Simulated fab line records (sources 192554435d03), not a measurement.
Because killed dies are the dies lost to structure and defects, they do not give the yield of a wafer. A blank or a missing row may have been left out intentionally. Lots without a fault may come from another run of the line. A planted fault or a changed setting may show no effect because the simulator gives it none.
Chamber matching ; flow n5 finfet ; N5_BEOL_M5_STRIP_36 on rie diel-06: 4 sister chambers
The step strips in N2/H2. 27 wafers are shown with their chamber, then 12 later ones without.

== WAFERS PAIRED WITH THEIR CHAMBERS ==
wafer;chamber;drypump motor current A (A);throttle valve pct (%);showerhead plenum p Torr (Torr)
L074.1;1;6.22;23.75;2.49
L074.2;3;6.04;23.48;2.43
L074.3;0;5.46;23.71;2.39
L079.1;0;5.41;23.75;2.38
L079.2;1;6.24;23.76;2.49
L079.3;3;5.96;23.43;2.42
L083.1;1;6.20;23.78;2.48
L083.3;3;6.05;23.47;2.42
L083.4;0;5.46;23.74;2.38
L084.1;2;5.86;23.43;2.61
L084.4;1;6.21;23.79;2.48
L084.6;3;5.96;23.51;2.42
L086.3;2;5.88;23.45;2.60
L086.4;3;5.96;23.49;2.42
L086.6;2;5.91;23.43;2.60
L089.2;0;5.50;23.36;2.70
L089.4;3;5.93;23.47;2.41
L089.5;1;6.19;23.80;2.48
L090.1;3;5.99;23.50;2.41
L090.2;1;6.22;23.79;2.47
L090.3;2;5.86;23.42;2.60
L091.1;3;6.01;23.51;2.41
L091.5;1;6.22;23.81;2.47
L091.6;0;5.47;23.34;2.69
L092.1;0;5.45;23.37;2.69
L092.3;2;5.89;23.45;2.60
L092.4;1;6.23;23.81;2.47

SIGNATURES, as means of the wafers listed above
reading;chamber 0;chamber 1;chamber 2;chamber 3;scatter within a chamber
drypump motor current A;5.4583;6.2163;5.8800;5.9875;0.0299
throttle valve pct;23.5450;23.7862;23.4360;23.4825;0.0985
showerhead plenum p Torr;2.5383;2.4788;2.6020;2.4175;0.0795
Rule: a wafer's distance from a chamber is the root of the sum, over the readings, of the square of ((its reading less the chamber's mean) divided by the reading's scatter). If the next closest chamber is less than 2 further off than the closest, the wafer can't be placed; otherwise it belongs to the closest. The scatter: take each reading less its chamber's mean, square it, sum over the shown wafers, divide by the number of wafers less the number of chambers, and take the root.

== WAFERS MISSING THEIR CHAMBER ==
wafer;drypump motor current A (A);throttle valve pct (%);showerhead plenum p Torr (Torr)
L093.2;5.98;23.54;2.41
L093.4;5.90;23.48;2.60
L093.6;5.98;23.47;2.41
L095.1;5.46;23.33;2.69
L095.4;6.22;23.80;2.47
L095.6;6.03;23.50;2.41
L096.1;5.98;23.50;2.41
L096.4;5.89;23.45;2.59
L096.6;6.21;23.84;2.47
L097.2;5.96;23.54;2.41
L097.5;5.91;23.45;2.59
L097.6;5.99;23.50;2.41

== WHICH CHAMBER EACH WENT THROUGH ==
wafer;from the rows above;in truth
L093.2;3;3
L093.4;2;2
L093.6;3;3
L095.1;0;0
L095.4;1;1
L095.6;3;3
L096.1;3;3
L096.4;2;2
L096.6;1;1
L097.2;3;3
L097.5;2;2
L097.6;3;3
Correct placement for 12 of the 12. Not placeable from these rows: 0. Placed wrongly: 0.
